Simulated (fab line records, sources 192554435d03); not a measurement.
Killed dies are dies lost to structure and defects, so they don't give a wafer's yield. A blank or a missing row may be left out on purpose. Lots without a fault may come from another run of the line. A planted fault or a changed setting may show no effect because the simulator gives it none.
A struck lot beside a sound one | flow n5_finfet | 39 steps out of a route of 1938
Sound: wafers L625.2, L625.3, L625.5. Struck: wafers L628.3, L628.6. The cause comes at the end.
At each step with rows: each side's tool, then ch and its chambers, then its first start. Under that, the readings that differ: sound wafers | struck wafers | difference of the means | sigmas: that difference in standard deviations of wafers without a fault.
alike: readings whose means differ by less than 2 such deviations, and words and numbers that are the same on both sides. not compared: withheld readings, readings that some wafer has no value for, bounds like >300 that may hide the same value, and numbers for which the record gives no deviation and whose values overlap.
The two part at a step that has a row with sigmas, a row that says differs or no value, or rows on one side only. Numbers that don't overlap but have no deviation are shown without sigmas and don't part them. A reading that every wafer of one side lacks parts them only if that side has two wafers or more.

first, 11 steps without rows for these wafers: N5_BEOL_M0_SAQP_DESCUM_19 (chemistry O2, time 7.9 s); N5_BEOL_M0_SAQP_ETCH_83 (etches SiARC in CF4, target depth 39 nm, time 65 s); N5_BEOL_M0_SAQP_ETCH_84 (etches SOC in N2/H2, target depth 100 nm, overetch 20 nm, time 150 s); N5_BEOL_M0_SAQP_STRIP_80 (strips in N2/H2); N5_BEOL_M0_SAQP_HM_OPEN_112 (chemistry CHF3/O2, target SiO2, stops on a-Si, target depth 12 nm, time 13.5 s); N5_BEOL_M0_SAQP_STRIP_113 (strips in CHF3/O2); N5_BEOL_M0_SAQP_MANDREL_ETCH_20 (etches a-Si in HBr/Cl2, stops on SiNx, target depth 60 nm, bt time 10 s, time 30 s); N5_BEOL_M0_SAQP_STRIP_86 (strips in N2/H2); N5_BEOL_M0_SAQP_STRIP_115 (strips in post etch residue remover, time 60 s); N5_BEOL_M0_SAQP_SRD_93 (time 30 s); N5_BEOL_M0_SAQP_RECESS_114 (chemistry HF/NH3, target SiO2, target depth 14.4 nm, afs cycles 3, sublimation time 60 s).
N5_BEOL_M0_SAQP_SPACER1_ALD_98: deposits SiO2, target thk 12.8 nm, pulse time 1 s, purge time 2 s.
  sound on ald_sin-02 ch 0,1,3, day 6 07:00; struck on ald_sin-02 ch 0,3, day 6 23:46
  reading                                               | sound                | struck        | difference | sigmas
  ald_cycles                                            | 138 138 138          | 178 178       | +40        |
  susceptor_temp_C (C)                                  | 299.75 300.06 299.65 | 300.12 300.39 | +0.44      | +2
  model.SiO2_of_BEOL_M0_SAQP_SPACER1_ALD_98.thk_nm (nm) | 13 12.8 12.8         | 16.4 16.6     | +3.6       |
  alike: chamber_pressure_Torr, heater_power_outer_w, heater_power_w, precursor_pulse_height_rel
then, 1 step without rows for these wafers: N5_BEOL_M0_SAQP_SPACER1_ETCHBACK_99 (etches SiO2 in CHF3/O2, target depth 15.4 nm, time 7.7 s).
N5_BEOL_M0_SAQP_MANDREL1_REMOVE_100: chemistry HBr/Cl2/O2, target a-Si, stops on SiNx, bt time 10 s.
  sound on rie_si-05 ch 0,1,3, day 6 07:34; struck on rie_si-04 ch 0,2, day 7 00:19
  reading                                               | sound        | struck    | difference | sigmas
  model.SiO2_of_BEOL_M0_SAQP_SPACER1_ALD_98.thk_nm (nm) | 7.6 7.4 7.4  | 11.2 11.4 | +3.8       |
  model.BEOL_M0_SAQP.cd_nm (nm)                         | 13 12.8 12.8 | 16.6 16.6 | +3.7       |
  alike: O2_flow_sccm, chamber_pressure_mTorr, drypump_motor_current_A, oes_product_au, throttle_valve_pct
  not compared: rf_hours_counter_h
N5_BEOL_M0_SAQP_CD_MEAS_25: target cd 13.1 nm.
  sound on cd_sem-02 ch 0, day 6 07:40; struck on cd_sem-01 ch 0, day 7 00:26
  reading    | sound             | struck      | difference | sigmas
  cd_nm (nm) | 13.19 12.64 12.58 | 16.16 16.64 | +3.60      | +16
then, 22 steps without rows for these wafers: N5_BEOL_M0_SAQP_ETCH_101 (etches SiNx in CH3F/O2, target depth 29.9 nm, time 42.7 s); N5_BEOL_M0_SAQP_ETCH_102 (etches SiO2 in CF4, target depth 4 nm, time 4.4 s); N5_BEOL_M0_SAQP_MANDREL_ETCH_103 (etches a-Si in HBr/Cl2, stops on SiCN, target depth 45 nm, bt time 10 s, time 27 s); N5_BEOL_M0_SAQP_RECESS_104 (chemistry HF/NH3, target SiO2, target depth 18 nm, afs cycles 3, sublimation time 60 s); N5_BEOL_M0_SAQP_COAT_105 (time 60 s, resist thk 100 nm); N5_BEOL_M0_SAQP_ETCH_106 (etches SOC in N2/H2, stops on SiNx, target depth 150 nm); N5_BEOL_M0_SAQP_ETCH_107 (etches SiNx in CH3F/O2, target depth 30 nm); N5_BEOL_M0_SAQP_STRIP_108 (strips in N2/H2); N5_BEOL_M0_SAQP_RECESS_109 (chemistry HF/NH3, target SiO2, target depth 3 nm, afs cycles 1, sublimation time 60 s); N5_BEOL_M0_SAQP_SPACER2_ALD_26 (deposits SiO2, target thk 15 nm, pulse time 1 s, purge time 2 s); N5_BEOL_M0_SAQP_SPACER2_ETCHBACK_27 (etches SiO2 in CHF3/O2, target depth 22.5 nm, time 11.25 s); N5_BEOL_M0_SAQP_MANDREL2_REMOVE_110 (chemistry HBr/Cl2/O2, target a-Si, stops on SiCN, bt time 10 s); N5_BEOL_M0_SAQP_COAT_69 (time 60 s, resist thk 90 nm); N5_BEOL_M0_SAQP_COAT_72 (time 60 s, resist thk 15 nm); N5_BEOL_M0_SAQP_COAT_87 (time 60 s, resist thk 5 nm); N5_BEOL_M0_SAQP_COAT_34 (resist thk 30 nm); N5_BEOL_M0_SAQP_EBR_36; N5_BEOL_M0_SAQP_SOFTBAKE_35 (time 60 s); N5_BEOL_M0_SAQP_EXPOSE_37 (exposes mask M0 CUT1, target cd 30 nm); N5_BEOL_M0_SAQP_PEB_38 (peb time 60 s); N5_BEOL_M0_SAQP_DEVELOP_39 (develop time 30 s); N5_BEOL_M0_SAQP_DESCUM_45 (chemistry O2, time 7 s).
N5_BEOL_M4_RC_MEAS_101:
  the record has rows for the sound wafers here (prober-02 ch 0, day 8 07:23) and none for the struck ones
-- the record jumps here: 6 days lie between the struck wafers' starts before and after (it left off in module BEOL_M4 and takes up again in module PASSIVATION, whose first step shown is number 1936 of the route) --
N5_PASSIVATION_PROBE_49:
  the record has rows for the struck wafers here (prober-01, day 13 06:54) and none for the sound ones

WHERE THEY PART
First at N5_BEOL_M0_SAQP_SPACER1_ALD_98; last, within this record, at N5_PASSIVATION_PROBE_49.

WHY: what the simulator had put in
Process parameter drift: ald_sin-02, from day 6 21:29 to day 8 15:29, at N5_BEOL_M0_SAQP_SPACER1_ALD_98. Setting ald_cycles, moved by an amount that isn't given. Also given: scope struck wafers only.
